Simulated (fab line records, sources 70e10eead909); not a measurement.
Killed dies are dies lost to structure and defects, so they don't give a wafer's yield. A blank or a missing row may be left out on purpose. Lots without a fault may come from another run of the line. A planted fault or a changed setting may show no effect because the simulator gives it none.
fab line records | flow nand_harc
record lots=5 wafers=15 last_day=24
route steps=1159 shown P_ZERO_WELL@29 END@1159
lots that met no fault: from a run of the same line without faults
start_h: hours from the record's first day to the start of the lot's first wafer shown | wait_h: hours since the lot's step before | " the same as in the row above | L1.1+2: a row that stands for several wafers | - no value, or no start given | * or withheld: withheld | < > ~ a bound
route shown NAME@n: a module of which the file shows steps, and the number in the route of the first | usual: mean/standard deviation of fault-free wafers | same: alike in all rows | chamber/n: place in a boat | sites: the reading at each site | _std_site: their standard deviation | _edge_site: outer sites' mean less inner sites' | radius_mm: how far each site lies from the wafer's centre | mask NAME#n: copy n | behind: the tool/chamber that last shaped the wafer | hold: why the lot was held/for how many hours/how that ended | device: the transistor (n, p or np) that didn't switch | end of line: the same wafers' tests at the end of the route | a step without rows: its recipe alone | killed: dies lost to structure and defects at the first sort, not the wafer's yield | map: a wafer's dies, x killed, . not, _ none there
set.NAME: the setting as run; set.NAME@STEP: as run at that earlier step | model.NAME: the simulator's own value behind a step, which no gauge read
lots at some steps of the route; a table a step, a row a wafer
services: from which hour (start_h, from the record's first day; less than 0 if before it) a tool's chamber was out of use, for how many hours, and why
## steps
# step NHARC_P_ZERO_WELL_CD_MEAS_24
# recipe target_cd_nm=720 landing_energy_ev=500
# usual cd_nm=720.7/2.3
# columns lot.wafer tool chamber start_h wait_h cd_nm
L500.2 cd_sem-03 0 56.34 - 720.3
L500.4 " 0 " " 722.6
L500.5 " 0 " " 721.0
L501.3 cd_sem-01 0 62.62 - 722.9
L501.5 " 0 " " 717.7
L501.6 " 0 " " 720.3
L508.2 cd_sem-02 0 104.58 - 719.9
L508.3 " 0 " " 721.3
L508.6 " 0 " " 723.4
L510.2 cd_sem-03 0 116.72 - 718.1
L510.3 " 0 " " 719.6
L510.6 " 0 " " 717.7
L513.1 cd_sem-03 0 134.35 - 722.0
L513.3 " 0 " " 722.4
L513.6 " 0 " " 723.4
# step NHARC_P_ZERO_WELL_HARDBAKE_25
# recipe temp_c=125 time_s=80
# step NHARC_P_ZERO_WELL_DESCUM_26
# recipe time_s=3 o2_flow_sccm=200 ar_flow_sccm=0 bias_power_w=0 chemistry=O2
# usual drypump_motor_current_A=5.7/0.64 oes_product_au=1.002/0.0086 rf_vpp_V=57.8/0.89 showerhead_plenum_p_Torr=1.93/0.087 throttle_valve_pct=11.312/0.0094
# columns lot.wafer tool chamber start_h wait_h drypump_motor_current_A oes_product_au rf_hours_counter_h rf_vpp_V showerhead_plenum_p_Torr throttle_valve_pct
L500.2 rie_diel-03 0 56.53 - 4.8 1.003 1 59.0 2.05 11.311
L500.5 " 1 " " 5.4 0.994 - 58.9 1.94 11.307
L500.4 " 0 " " 4.8 1.003 - 58.3 2.05 11.321
L501.3 rie_diel-12 2 62.79 - 5.2 1.008 3 56.4 1.79 11.319
L501.6 " 1 " " 6.0 0.999 - 57.0 1.79 11.302
L501.5 " 2 " " 5.2 1.004 - 57.7 1.79 11.313
L508.3 rie_diel-05 3 104.74 - 6.6 0.994 3 59.2 1.92 11.316
L508.2 " 1 " " 6.7 1.000 9 57.6 1.92 11.314
L508.6 " 3 " " 6.6 1.011 - 58.5 1.92 11.299
L510.2 rie_diel-03 2 116.88 - 5.7 0.987 4 59.5 2.03 11.311
L510.3 " 3 " " 5.2 1.001 5 57.6 1.89 11.318
L510.6 " 2 " " 5.6 0.998 - 57.2 2.03 11.308
L513.1 rie_diel-03 2 134.51 - 5.6 0.994 6 55.4 2.03 11.313
L513.3 " 1 " " 5.5 1.004 6 59.9 1.94 11.313
L513.6 " 3 " " 5.3 1.004 - 57.9 1.89 11.312
# step NHARC_P_ZERO_WELL_IMPLANT_27
# recipe energy_kev=600 dose_cm2=1e+13 tilt_deg=7
# step NHARC_P_ZERO_WELL_IMPLANT_57
# recipe energy_kev=250 dose_cm2=4e+12 tilt_deg=7
# step NHARC_P_ZERO_WELL_IMPLANT_58
# recipe energy_kev=100 dose_cm2=2e+12 tilt_deg=7
# step NHARC_P_ZERO_WELL_STRIP_28
# recipe time_s=840 temp_c=130 chemistry=SPM
# step NHARC_P_ZERO_WELL_DEHYDRATE_29
# recipe temp_c=150 time_s=120
# step NHARC_P_ZERO_WELL_HMDS_30
# recipe time_s=30
# step NHARC_P_ZERO_WELL_COAT_31
# recipe spin_rpm=withheld
# step NHARC_P_ZERO_WELL_SOFTBAKE_32
# recipe temp_c=122 time_s=95
# step NHARC_P_ZERO_WELL_EBR_33
# step NHARC_P_ZERO_WELL_EXPOSE_34
# recipe na=0.6 target_cd_nm=720 dose_mj=22.31 mask_id=P_PWELL
# columns lot.wafer tool chamber start_h wait_h mask
L500.2+4+5 krf_scanner-03 0 57.87 - P_PWELL#0
L501.3+5+6 krf_scanner-02 0 64.11 - P_PWELL#0
L508.2+3+6 krf_scanner-02 0 106.07 - P_NWELL#0
L510.2+3+6 krf_scanner-04 0 118.08 - P_PWELL#0
L513.1+3+6 krf_scanner-03 0 135.71 - P_PWELL#0
# step NHARC_P_ZERO_WELL_PEB_35
# recipe peb_temp_c=118 peb_time_s=85
# step NHARC_P_ZERO_WELL_DEVELOP_36
# recipe time_s=70
# step NHARC_P_ZERO_WELL_CD_MEAS_37
# recipe target_cd_nm=720 landing_energy_ev=500
# usual cd_nm=719.7/1.4
# columns lot.wafer tool chamber start_h wait_h cd_nm
L500.2 cd_sem-01 0 58.02 - 720.3
L500.4 " 0 " " 719.3
L500.5 " 0 " " 718.3
L501.3 cd_sem-03 0 64.26 - 718.2
L501.5 " 0 " " 720.6
L501.6 " 0 " " 718.6
L508.2 cd_sem-02 0 106.22 - -
L508.3 " 0 " " -
L508.6 " 0 " " -
L510.2 cd_sem-02 0 118.24 - 719.6
L510.3 " 0 " " 720.1
L510.6 " 0 " " 720.5
L513.1 cd_sem-02 0 135.86 - 720.7
L513.3 " 0 " " 718.1
L513.6 " 0 " " 719.4
# step NHARC_P_ZERO_WELL_HARDBAKE_38
# recipe temp_c=125 time_s=80
# step NHARC_END_SORT_01
# recipe temp_c=25
# usual killed_at_array=27/8.8 killed_at_other=0.4/0.82 killed_at_periphery=3.1/2.1 killed_dies=31/8.8 killed_open=3.3/2 killed_short=2.0/1.4
# same gross_dies=677
# columns lot.wafer tool chamber start_h wait_h hold killed_at_array killed_at_other killed_at_periphery killed_dies killed_open killed_short
L500.2 prober-02 0 484.16 2.8 - 30 0 0 30 1 4
L500.4 prober-02 0 485.77 3.4 - 30 0 1 31 1 4
L500.5 prober-02 0 486.58 3.7 - 29 0 0 29 2 2
L501.3 prober-01 0 491.79 3.1 - 28 0 1 29 2 3
L501.5 prober-01 0 493.35 3.6 - 38 0 3 41 6 2
L501.6 prober-01 0 494.13 3.9 - 31 0 0 31 3 5
L508.2 prober-02 0 525.64 2.8 await_dispo/2.0h/scrap 23 0 654 677 4 3
L508.3 prober-02 0 526.45 3.1 await_dispo/2.0h/scrap 19 0 658 677 2 1
L508.6 prober-02 0 528.87 4.0 await_dispo/2.0h/scrap 27 0 650 677 2 3
L510.2 prober-02 0 546.80 2.8 - 18 0 3 21 1 3
L510.3 prober-02 0 547.60 3.1 - 31 1 4 36 7 3
L510.6 prober-02 0 549.99 4.0 - 26 2 0 28 3 4
L513.1 prober-02 0 561.60 2.5 - 32 1 1 34 3 3
L513.3 prober-02 0 563.18 3.1 - 30 0 4 34 3 2
L513.6 prober-02 0 565.54 3.9 - 30 1 3 34 2 2
# killed by level:class
L500.2 A_CHANNEL_HOLE_D1:chamber_film_flake=13 A_STAIRCASE:chamber_film_flake=7 A_CONTACT:chamber_film_flake=3 A_SGD_CUT:geometric_particle:short=1 A_WL_FILL:geometric_particle:short=1 A_CONTACT:geometric_particle:short=1 A_CONTACT:geometric_particle:open=1 A_M0:geometric_particle:short=1
L500.4 A_CHANNEL_HOLE_D1:chamber_film_flake=19 A_STAIRCASE:chamber_film_flake=6 A_SOURCE_PLATE:geometric_particle:short=1 A_STAIRCASE:geometric_particle:short=1 A_SGD_CUT:geometric_particle:short=1 A_WL_FILL:geometric_particle:open=1 A_CONTACT:geometric_particle:short=1 P_ZERO_WELL:chamber_film_flake=1
L500.5 A_CHANNEL_HOLE_D1:chamber_film_flake=15 A_STAIRCASE:chamber_film_flake=7 A_CONTACT:chamber_film_flake=2 A_CHANNEL_FILL_D1:geometric_particle:short=1 A_STAIRCASE:geometric_particle:short=1 A_SGD_CUT:geometric_particle:open=1 A_WL_FILL:geometric_particle:open=1 A_SLIT:chamber_film_flake=1
L501.3 A_SLIT:chamber_film_flake=11 A_SGD_CUT:chamber_film_flake=4 A_STAIRCASE:chamber_film_flake=4 A_CHANNEL_HOLE_D1:chamber_film_flake=2 A_CONTACT:chamber_film_flake=2 P_CONTACT:geometric_particle:short=1 A_ONON_D1:geometric_particle:short=1 A_CHANNEL_FILL_D1:geometric_particle:short=1
L501.5 A_SLIT:chamber_film_flake=15 A_CHANNEL_HOLE_D1:chamber_film_flake=7 A_CONTACT:chamber_film_flake=5 P_CONTACT:geometric_particle:short=2 A_WL_FILL:geometric_particle:open=2 A_CHANNEL_FILL_D1:chamber_film_flake=2 P_GATE:geometric_particle:open=1 A_ONON_D1:geometric_particle:open=1
L501.6 A_SLIT:chamber_film_flake=12 A_CHANNEL_HOLE_D1:chamber_film_flake=4 A_CONTACT:chamber_film_flake=3 A_ONON_D1:geometric_particle:short=2 A_SOURCE_PLATE:geometric_particle:open=1 A_ONON_D1:geometric_particle:open=1 A_WL_FILL:geometric_particle:short=1 A_CONTACT:geometric_particle:open=1
L508.2 P_ZERO_WELL:area_expose=652 A_CHANNEL_HOLE_D1:chamber_film_flake=15 A_ONON_D1:geometric_particle:open=2 P_GATE:chamber_film_flake=2 A_SOURCE_PLATE:geometric_particle:short=1 A_ONON_D1:geometric_particle:short=1 A_CHANNEL_FILL_D1:geometric_particle:short=1 A_CHANNEL_FILL_D1:geometric_particle:open=1
L508.3 P_ZERO_WELL:area_expose=656 A_CHANNEL_HOLE_D1:chamber_film_flake=13 A_CONTACT:chamber_film_flake=2 P_CONTACT:geometric_particle:open=1 A_CHANNEL_FILL_D1:geometric_particle:open=1 A_CONTACT:geometric_particle:short=1 P_GATE:chamber_film_flake=1 A_STAIRCASE:chamber_film_flake=1
L508.6 P_ZERO_WELL:area_expose=646 A_CHANNEL_HOLE_D1:chamber_film_flake=18 P_GATE:chamber_film_flake=4 A_WL_FILL:chamber_film_flake=2 A_SOURCE_PLATE:geometric_particle:short=1 A_ONON_D1:geometric_particle:open=1 A_CHANNEL_HOLE_D1:geometric_particle:open=1 A_CHANNEL_FILL_D1:geometric_particle:short=1
L510.2 A_SLIT:chamber_film_flake=9 A_CHANNEL_HOLE_D1:chamber_film_flake=3 A_WL_FILL:geometric_particle:short=2 P_GATE:chamber_film_flake=2 A_SOURCE_PLATE:geometric_particle:short=1 A_M1:geometric_particle:open=1 P_ZERO_WELL:chamber_film_flake=1 A_STAIRCASE:chamber_film_flake=1
L510.3 A_SLIT:chamber_film_flake=12 A_CHANNEL_HOLE_D1:chamber_film_flake=5 A_CONTACT:chamber_film_flake=3 P_GATE:chamber_film_flake=2 A_CHANNEL_FILL_D1:chamber_film_flake=2 P_CONTACT:geometric_particle:open=1 P_M0:geometric_particle:open=1 A_SOURCE_PLATE:geometric_particle:open=1
L510.6 A_SLIT:chamber_film_flake=10 A_CHANNEL_HOLE_D1:chamber_film_flake=7 A_STAIRCASE:chamber_film_flake=2 A_CONTACT:chamber_film_flake=2 A_ONON_D1:geometric_particle:open=1 A_ONON_D1:geometric_particle:short=1 A_CHANNEL_FILL_D1:geometric_particle:short=1 A_WL_FILL:geometric_particle:open=1
L513.1 A_CHANNEL_HOLE_D1:chamber_film_flake=21 A_STAIRCASE:chamber_film_flake=3 A_WL_FILL:geometric_particle:open=2 A_WL_FILL:chamber_film_flake=2 A_SGD_CUT:geometric_particle:short=1 A_CONTACT:geometric_particle:short=1 A_BLC:geometric_particle:open=1 A_M0:geometric_particle:short=1
L513.3 A_CHANNEL_HOLE_D1:chamber_film_flake=19 A_CONTACT:chamber_film_flake=3 P_STI:chamber_film_flake=2 A_STAIRCASE:chamber_film_flake=2 A_WL_FILL:chamber_film_flake=2 P_M1:geometric_particle:open=1 A_CHANNEL_FILL_D1:geometric_particle:open=1 A_SLIT:geometric_particle:short=1
L513.6 A_CHANNEL_HOLE_D1:chamber_film_flake=21 A_STAIRCASE:chamber_film_flake=4 A_WL_FILL:chamber_film_flake=3 P_GATE:geometric_particle:open=1 P_M1:geometric_particle:open=1 A_WL_FILL:geometric_particle:short=1 A_M1:geometric_particle:short=1 P_GATE:chamber_film_flake=1
# map L508.2 (x killed, . not)
____________x____________
_________xxxxxxx_________
_______xxxxxxxxxxx_______
______xxxxxxxxxxxxx______
_____xxxxxxxxxxxxxxx_____
____xxxxxxxxxxxxxxxxx____
____xxxxxxxxxxxxxxxxx____
___xxxxxxxxxxxxxxxxxxx___
___xxxxxxxxxxxxxxxxxxx___
__xxxxxxxxxxxxxxxxxxxxx__
__xxxxxxxxxxxxxxxxxxxxx__
_xxxxxxxxxxxxxxxxxxxxxxx_
_xxxxxxxxxxxxxxxxxxxxxxx_
_xxxxxxxxxxxxxxxxxxxxxxx_
_xxxxxxxxxxxxxxxxxxxxxxx_
_xxxxxxxxxxxxxxxxxxxxxxx_
xxxxxxxxxxxxxxxxxxxxxxxxx
xxxxxxxxxxxxxxxxxxxxxxxxx
xxxxxxxxxxxxxxxxxxxxxxxxx
xxxxxxxxxxxxxxxxxxxxxxxxx
xxxxxxxxxxxxxxxxxxxxxxxxx
_xxxxxxxxxxxxxxxxxxxxxxx_
_xxxxxxxxxxxxxxxxxxxxxxx_
_xxxxxxxxxxxxxxxxxxxxxxx_
_xxxxxxxxxxxxxxxxxxxxxxx_
_xxxxxxxxxxxxxxxxxxxxxxx_
__xxxxxxxxxxxxxxxxxxxxx__
__xxxxxxxxxxxxxxxxxxxxx__
___xxxxxxxxxxxxxxxxxxx___
___xxxxxxxxxxxxxxxxxxx___
____xxxxxxxxxxxxxxxxx____
____xxxxxxxxxxxxxxxxx____
_____xxxxxxxxxxxxxxx_____
______xxxxxxxxxxxxx______
_______xxxxxxxxxxx_______
_________xxxxxxx_________
____________x____________
# map L501.5 (x killed, . not)
____________.____________
_________......._________
_______..........._______
______............x______
_____..............._____
____...............x.____
____.........x.......____
___.............x.....___
___.................x.___
__.................x..x__
__.................x..x__
_...................xxxx_
_...................xxxx_
_.......x............x.x_
_.........x...........x._
_....................x.x_
.........x...............
....x......x.............
..................x......
.........................
..........x..............
_.....x............x...._
_......................._
_......................._
_.................x....._
_.............x........._
__xx.x.............x...__
__.................x...__
___....x..............___
___......x............___
____.................____
____.................____
_____..............._____
______.....x.......______
_______..........._______
_________......._________
____________.____________
## services
# columns tool chamber start_h hours kind
rie_diel-05 2 37.78 3.4 repair
krf_scanner-02 - 38.01 4.0 pm
rie_diel-03 - 38.30 9.0 pm
rie_diel-03 0 38.30 9.0 vent_cycle
rie_diel-03 1 38.30 9.0 vent_cycle
rie_diel-03 2 38.30 9.0 vent_cycle
rie_diel-03 3 38.30 9.0 vent_cycle
rie_diel-05 3 38.33 58.7 repair
krf_scanner-02 - 45.29 8.5 repair
rie_diel-03 0 47.30 - clean
rie_diel-03 1 47.30 - clean
rie_diel-03 2 47.30 - clean
rie_diel-03 3 47.30 - clean
krf_scanner-02 - 54.83 1.8 repair
rie_diel-03 2 55.25 1.8 repair
krf_scanner-02 - 67.81 0.3 repair
rie_diel-03 0 71.80 - clean
rie_diel-03 1 71.80 - clean
rie_diel-03 2 71.80 - clean
rie_diel-03 3 71.80 - clean
rie_diel-12 2 74.78 3.8 repair
rie_diel-03 0 96.30 - clean
rie_diel-05 - 107.43 0.3 repair
krf_scanner-04 - 127.01 4.0 pm
## key
first_sign step=NHARC_P_ZERO_WELL_EXPOSE_34 reading=mask direction=changed
effect step=NHARC_P_ZERO_WELL_CD_MEAS_37 reading=cd_nm direction=missing
effect step=NHARC_END_SORT_01 reading=killed_at_periphery direction=up sigmas=99+ usual=3.1 struck=654
more_kills_born_at NHARC_P_ZERO_WELL_EXPOSE_34@krf_scanner-02=1954
met_at NHARC_P_ZERO_WELL_EXPOSE_34
struck_wafers L508.2,L508.3,L508.6
later_rows_left_out L508.2,L508.3,L508.6
tester_left_out L508
onset_between 64.11 106.07
fault kind=wrong_mask tool=any chamber=- onset_h=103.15 steps=NHARC_P_ZERO_WELL_EXPOSE_34 aux_copy=P_NWELL#0 scope=struck_lots_only
# tester_left_out: of these lots the tester's yield and bins aren't shown, on N5 and GAA mostly nor the transistor test; their killed dies are dies lost to structure and defects alone, not to doping, threshold or leakage, so they don't give the yield
# later_rows_left_out: the simulator's readings of these wafers behind a module that went badly wrong aren't trusted and aren't shown, but for the sort
